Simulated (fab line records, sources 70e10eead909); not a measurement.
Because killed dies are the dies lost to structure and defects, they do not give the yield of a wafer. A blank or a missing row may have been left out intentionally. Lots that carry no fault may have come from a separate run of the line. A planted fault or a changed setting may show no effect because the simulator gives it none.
Which tool did it? || flow nand_harc || 39 wafers from 13 lots sampled at 4 of the route's 1159 steps

## WHAT EACH GAUGE READ, for each wafer
NHARC_P_ZERO_WELL_CD_MEAS_24: the cd target is 720 nm. Usual: cd_nm reads 720.2 nm (standard deviation 1.6).
{"lot": "L668", "measured": "day 1 14:37", "on": "cd_sem-03", "cd_nm (nm)": "720.3 718.4 718.8", "flag": ""}
{"lot": "L669", "measured": "day 1 20:25", "on": "cd_sem-02", "cd_nm (nm)": "719.5 721.3 720.7", "flag": ""}
{"lot": "L670", "measured": "day 2 02:28", "on": "cd_sem-02", "cd_nm (nm)": "720.2 720.1 720.6", "flag": ""}
{"lot": "L671", "measured": "day 2 08:28", "on": "cd_sem-03", "cd_nm (nm)": "718.3 719.5 720.2", "flag": ""}
{"lot": "L672", "measured": "day 2 14:30", "on": "cd_sem-02", "cd_nm (nm)": "718.3 719.5 721.1", "flag": ""}
{"lot": "L675", "measured": "day 3 08:36", "on": "cd_sem-03", "cd_nm (nm)": "721.1 722.2 720.0", "flag": ""}
{"lot": "L678", "measured": "day 4 02:43", "on": "cd_sem-02", "cd_nm (nm)": "704.1 704.3 703.4", "flag": "OFF"}
{"lot": "L679", "measured": "day 4 08:38", "on": "cd_sem-02", "cd_nm (nm)": "721.6 723.0 723.0", "flag": ""}
{"lot": "L685", "measured": "day 5 20:36", "on": "cd_sem-03", "cd_nm (nm)": "721.0 721.0 720.3", "flag": ""}
{"lot": "L687", "measured": "day 6 08:35", "on": "cd_sem-02", "cd_nm (nm)": "722.3 723.7 722.5", "flag": ""}
{"lot": "L688", "measured": "day 6 14:29", "on": "cd_sem-01", "cd_nm (nm)": "718.5 718.6 718.7", "flag": ""}
{"lot": "L689", "measured": "day 6 20:28", "on": "cd_sem-02", "cd_nm (nm)": "719.6 721.2 723.1", "flag": ""}
{"lot": "L691", "measured": "day 7 08:37", "on": "cd_sem-02", "cd_nm (nm)": "718.7 720.3 718.3", "flag": ""}

NHARC_P_ZERO_WELL_INSPECT_43. Usual: raw_defect_count reads 13 (standard deviation 5.5).
{"lot": "L668", "measured": "day 1 19:29", "on": "defect_inspect-02", "raw_defect_count": "20 14 13", "flag": ""}
{"lot": "L669", "measured": "day 2 01:31", "on": "defect_inspect-01", "raw_defect_count": "8 15 15", "flag": ""}
{"lot": "L670", "measured": "day 2 07:29", "on": "defect_inspect-01", "raw_defect_count": "12 9 23", "flag": ""}
{"lot": "L671", "measured": "day 2 13:31", "on": "defect_inspect-01", "raw_defect_count": "10 11 21", "flag": ""}
{"lot": "L672", "measured": "day 2 19:32", "on": "defect_inspect-01", "raw_defect_count": "9 4 18", "flag": ""}
{"lot": "L675", "measured": "day 3 13:37", "on": "defect_inspect-02", "raw_defect_count": "10 11 19", "flag": ""}
{"lot": "L678", "measured": "day 4 07:46", "on": "defect_inspect-02", "raw_defect_count": "25 13 21", "flag": ""}
{"lot": "L679", "measured": "day 4 13:32", "on": "defect_inspect-02", "raw_defect_count": "10 7 13", "flag": ""}
{"lot": "L685", "measured": "day 6 01:51", "on": "defect_inspect-01", "raw_defect_count": "13 17 13", "flag": ""}
{"lot": "L687", "measured": "day 6 13:43", "on": "defect_inspect-01", "raw_defect_count": "15 10 17", "flag": ""}
{"lot": "L688", "measured": "day 6 19:38", "on": "defect_inspect-02", "raw_defect_count": "14 12 8", "flag": ""}
{"lot": "L689", "measured": "day 7 01:29", "on": "defect_inspect-01", "raw_defect_count": "8 7 19", "flag": ""}
{"lot": "L691", "measured": "day 7 13:37", "on": "defect_inspect-02", "raw_defect_count": "18 4 11", "flag": ""}

## WHAT TOOL EACH LOT RAN ON (gives the tool, then ch and the chambers of the sampled wafers, and finally the start)
{"lot": "L668", "NHARC_P_ZERO_WELL_EXPOSE_21": "krf_scanner-03 ch 0, day 1 14:28", "NHARC_P_ZERO_WELL_DESCUM_26": "rie_diel-05 ch 0,3, day 1 14:47"}
{"lot": "L669", "NHARC_P_ZERO_WELL_EXPOSE_21": "krf_scanner-03 ch 0, day 1 20:16", "NHARC_P_ZERO_WELL_DESCUM_26": "rie_diel-01 ch 2,3, day 1 20:34"}
{"lot": "L670", "NHARC_P_ZERO_WELL_EXPOSE_21": "krf_scanner-03 ch 0, day 2 02:19", "NHARC_P_ZERO_WELL_DESCUM_26": "rie_diel-01 ch 0,1,2, day 2 02:40"}
{"lot": "L671", "NHARC_P_ZERO_WELL_EXPOSE_21": "krf_scanner-03 ch 0, day 2 08:18", "NHARC_P_ZERO_WELL_DESCUM_26": "rie_diel-03 ch 0,2, day 2 08:39"}
{"lot": "L672", "NHARC_P_ZERO_WELL_EXPOSE_21": "krf_scanner-04 ch 0, day 2 14:20", "NHARC_P_ZERO_WELL_DESCUM_26": "rie_diel-05 ch 0,2,3, day 2 14:41"}
{"lot": "L675", "NHARC_P_ZERO_WELL_EXPOSE_21": "krf_scanner-03 ch 0, day 3 08:26", "NHARC_P_ZERO_WELL_DESCUM_26": "rie_diel-01 ch 0,1,2, day 3 08:46"}
{"lot": "L678", "NHARC_P_ZERO_WELL_EXPOSE_21": "krf_scanner-04 ch 0, day 4 02:34", "NHARC_P_ZERO_WELL_DESCUM_26": "rie_diel-03 ch 0,2,3, day 4 02:58"}
{"lot": "L679", "NHARC_P_ZERO_WELL_EXPOSE_21": "krf_scanner-03 ch 0, day 4 08:29", "NHARC_P_ZERO_WELL_DESCUM_26": "rie_diel-05 ch 1,2,3, day 4 08:50"}
{"lot": "L685", "NHARC_P_ZERO_WELL_EXPOSE_21": "krf_scanner-04 ch 0, day 5 20:26", "NHARC_P_ZERO_WELL_DESCUM_26": "rie_diel-05 ch 1,2,3, day 5 20:46"}
{"lot": "L687", "NHARC_P_ZERO_WELL_EXPOSE_21": "krf_scanner-03 ch 0, day 6 08:26", "NHARC_P_ZERO_WELL_DESCUM_26": "rie_diel-05 ch 1,3, day 6 08:45"}
{"lot": "L688", "NHARC_P_ZERO_WELL_EXPOSE_21": "krf_scanner-03 ch 0, day 6 14:20", "NHARC_P_ZERO_WELL_DESCUM_26": "rie_diel-01 ch 0,2,3, day 6 14:41"}
{"lot": "L689", "NHARC_P_ZERO_WELL_EXPOSE_21": "krf_scanner-03 ch 0, day 6 20:19", "NHARC_P_ZERO_WELL_DESCUM_26": "rie_diel-03 ch 0,2,3, day 6 20:39"}
{"lot": "L691", "NHARC_P_ZERO_WELL_EXPOSE_21": "krf_scanner-04 ch 0, day 7 08:27", "NHARC_P_ZERO_WELL_DESCUM_26": "rie_diel-01 ch 0,2,3, day 7 08:47"}
- NHARC_P_ZERO_WELL_EXPOSE_21: exposes mask P NWELL, target cd 720 nm.
- NHARC_P_ZERO_WELL_DESCUM_26: chemistry O2, time 3 s.

## AS READ BY THE TOOLS THEMSELVES (means over the sampled wafers that have a number; for cases with no such wafer, the mark the record gives instead)
NHARC_P_ZERO_WELL_DESCUM_26. Usual: drypump_motor_current_A 5.8 A, standard deviation 0.51; oes_product_au 1.004 a.u., standard deviation 0.0071; rf_vpp_V 57.6 V, standard deviation 0.86; showerhead_plenum_p_Torr 1.88 Torr, standard deviation 0.085; throttle_valve_pct 11.312 %, standard deviation 0.0076.
{"lot": "L668", "tool": "rie_diel-05", "drypump_motor_current_A (A)": 5.7, "oes_product_au (a.u.)": 1.002, "rf_vpp_V (V)": 57.6, "showerhead_plenum_p_Torr (Torr)": 1.89, "throttle_valve_pct (%)": 11.310, "flag": ""}
{"lot": "L669", "tool": "rie_diel-01", "drypump_motor_current_A (A)": 6.2, "oes_product_au (a.u.)": 1.007, "rf_vpp_V (V)": 58.1, "showerhead_plenum_p_Torr (Torr)": 1.87, "throttle_valve_pct (%)": 11.309, "flag": ""}
{"lot": "L670", "tool": "rie_diel-01", "drypump_motor_current_A (A)": 5.7, "oes_product_au (a.u.)": 1.006, "rf_vpp_V (V)": 57.3, "showerhead_plenum_p_Torr (Torr)": 1.98, "throttle_valve_pct (%)": 11.302, "flag": ""}
{"lot": "L671", "tool": "rie_diel-03", "drypump_motor_current_A (A)": 6.0, "oes_product_au (a.u.)": 0.996, "rf_vpp_V (V)": 57.3, "showerhead_plenum_p_Torr (Torr)": 1.80, "throttle_valve_pct (%)": 11.309, "flag": ""}
{"lot": "L672", "tool": "rie_diel-05", "drypump_motor_current_A (A)": 5.9, "oes_product_au (a.u.)": 1.004, "rf_vpp_V (V)": 57.6, "showerhead_plenum_p_Torr (Torr)": 1.92, "throttle_valve_pct (%)": 11.313, "flag": ""}
{"lot": "L675", "tool": "rie_diel-01", "drypump_motor_current_A (A)": 5.7, "oes_product_au (a.u.)": 1.014, "rf_vpp_V (V)": 58.4, "showerhead_plenum_p_Torr (Torr)": 1.98, "throttle_valve_pct (%)": 11.313, "flag": ""}
{"lot": "L678", "tool": "rie_diel-03", "drypump_motor_current_A (A)": 5.9, "oes_product_au (a.u.)": 0.999, "rf_vpp_V (V)": 57.1, "showerhead_plenum_p_Torr (Torr)": 1.83, "throttle_valve_pct (%)": 11.313, "flag": ""}
{"lot": "L679", "tool": "rie_diel-05", "drypump_motor_current_A (A)": 5.9, "oes_product_au (a.u.)": 1.002, "rf_vpp_V (V)": 57.1, "showerhead_plenum_p_Torr (Torr)": 1.91, "throttle_valve_pct (%)": 11.316, "flag": ""}
{"lot": "L685", "tool": "rie_diel-05", "drypump_motor_current_A (A)": 5.9, "oes_product_au (a.u.)": 1.010, "rf_vpp_V (V)": 57.0, "showerhead_plenum_p_Torr (Torr)": 1.91, "throttle_valve_pct (%)": 11.306, "flag": ""}
{"lot": "L687", "tool": "rie_diel-05", "drypump_motor_current_A (A)": 5.4, "oes_product_au (a.u.)": 1.011, "rf_vpp_V (V)": 58.1, "showerhead_plenum_p_Torr (Torr)": 1.84, "throttle_valve_pct (%)": 11.310, "flag": ""}
{"lot": "L688", "tool": "rie_diel-01", "drypump_motor_current_A (A)": 6.1, "oes_product_au (a.u.)": 1.002, "rf_vpp_V (V)": 57.9, "showerhead_plenum_p_Torr (Torr)": 1.94, "throttle_valve_pct (%)": 11.310, "flag": ""}
{"lot": "L689", "tool": "rie_diel-03", "drypump_motor_current_A (A)": 6.0, "oes_product_au (a.u.)": 1.007, "rf_vpp_V (V)": 57.2, "showerhead_plenum_p_Torr (Torr)": 1.83, "throttle_valve_pct (%)": 11.319, "flag": ""}
{"lot": "L691", "tool": "rie_diel-01", "drypump_motor_current_A (A)": 6.1, "oes_product_au (a.u.)": 1.008, "rf_vpp_V (V)": 58.1, "showerhead_plenum_p_Torr (Torr)": 1.94, "throttle_valve_pct (%)": 11.314, "flag": ""}

## THE ANSWER, worked out from the rows above alone
Rule: a lot counts as off when the mean over its wafers that have a number is more than 3 standard deviations away from the usual mean. A lot without any number at a reading at which 4 lots or more have one is off too. Where the step has rows for the other lots, those lots are counted as sound. First the gauges in route order, then the tools' own readings, where a lot's mean is used as printed above. The first step at which some lot is off is used, and at that step the reading that is off furthest; a lot without a number counts as furthest.
Off, at NHARC_P_ZERO_WELL_CD_MEAS_24 on cd_nm: L678.
If a tool, at a process step before that reading, ran all the lots that are off and no sound lot after the first of them, it fits. Gauges at NHARC_P_ZERO_WELL_CD_MEAS_24: tried the same way as those tools. None of those tried fits.

## WHAT HAD BEEN PUT IN BY THE SIMULATOR
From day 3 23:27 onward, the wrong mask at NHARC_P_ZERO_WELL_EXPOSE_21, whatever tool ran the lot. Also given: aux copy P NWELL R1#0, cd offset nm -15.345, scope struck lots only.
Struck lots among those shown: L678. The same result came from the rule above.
